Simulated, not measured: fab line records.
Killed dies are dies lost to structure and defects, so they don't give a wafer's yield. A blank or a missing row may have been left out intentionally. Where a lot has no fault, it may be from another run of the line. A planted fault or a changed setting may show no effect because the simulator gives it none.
Matching of chambers | flow n5_finfet | 4 sister chambers for N5_GATE_CUT_ETCH_28 on rie_diel-06
The step etches underlayer in N2/H2, target depth 13 nm, time 10.4 s. 8 wafers are shown with their chamber, then 7 later ones without.

== WAFERS WITH THEIR CHAMBER ==
wafer  | chamber | showerhead_plenum_p_Torr (Torr) | drypump_motor_current_A (A)
L076.3 | 2       | 2.65                            | 5.6
L081.1 | 1       | 2.54                            | 6.6
L081.6 | 0       | 2.47                            | 5.2
L082.2 | 3       | 2.64                            | 5.7
L082.4 | 2       | 2.64                            | 5.6
L082.5 | 0       | 2.47                            | 5.2
L088.2 | 1       | 2.53                            | 6.5
L088.3 | 3       | 2.63                            | 5.6

== WAFERS WITH NO CHAMBER GIVEN ==
wafer  | showerhead_plenum_p_Torr (Torr) | drypump_motor_current_A (A)
L088.5 | 2.53                            | 6.6
L091.1 | 2.63                            | 5.7
L091.2 | 2.53                            | 6.6
L091.4 | 2.64                            | 5.7
L095.1 | 2.46                            | 5.2
L095.3 | 2.63                            | 5.6
L095.5 | 2.46                            | 5.1

== CHAMBER TAKEN BY EACH ==
wafer  | from the rows above     | in truth
L088.5 | 1                       | 1
L091.1 | can't be placed: 3 or 2 | 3
L091.2 | 1                       | 1
L091.4 | can't be placed: 3 or 2 | 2
L095.1 | 0                       | 0
L095.3 | can't be placed: 3 or 2 | 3
L095.5 | 0                       | 0
Placed correctly: 4 of 7. Cannot be placed on the basis of these rows: 3; the candidates contain the true chamber in 3. Wrongly placed: 0.
How it was worked out, from the rows above alone: a wafer's distance from a chamber is the root of the sum, over the readings, of the square of ((its reading less the chamber's mean) divided by the reading's scatter). If the next closest chamber is less than 2 further off than the closest, the wafer can't be placed; otherwise it belongs to the closest. For every chamber, the mean is computed from those of its wafers that are shown. The scatter is the square root of a quotient: the sum, over the shown wafers, of each reading's squared deviation from its chamber's mean, divided by wafers minus chambers.
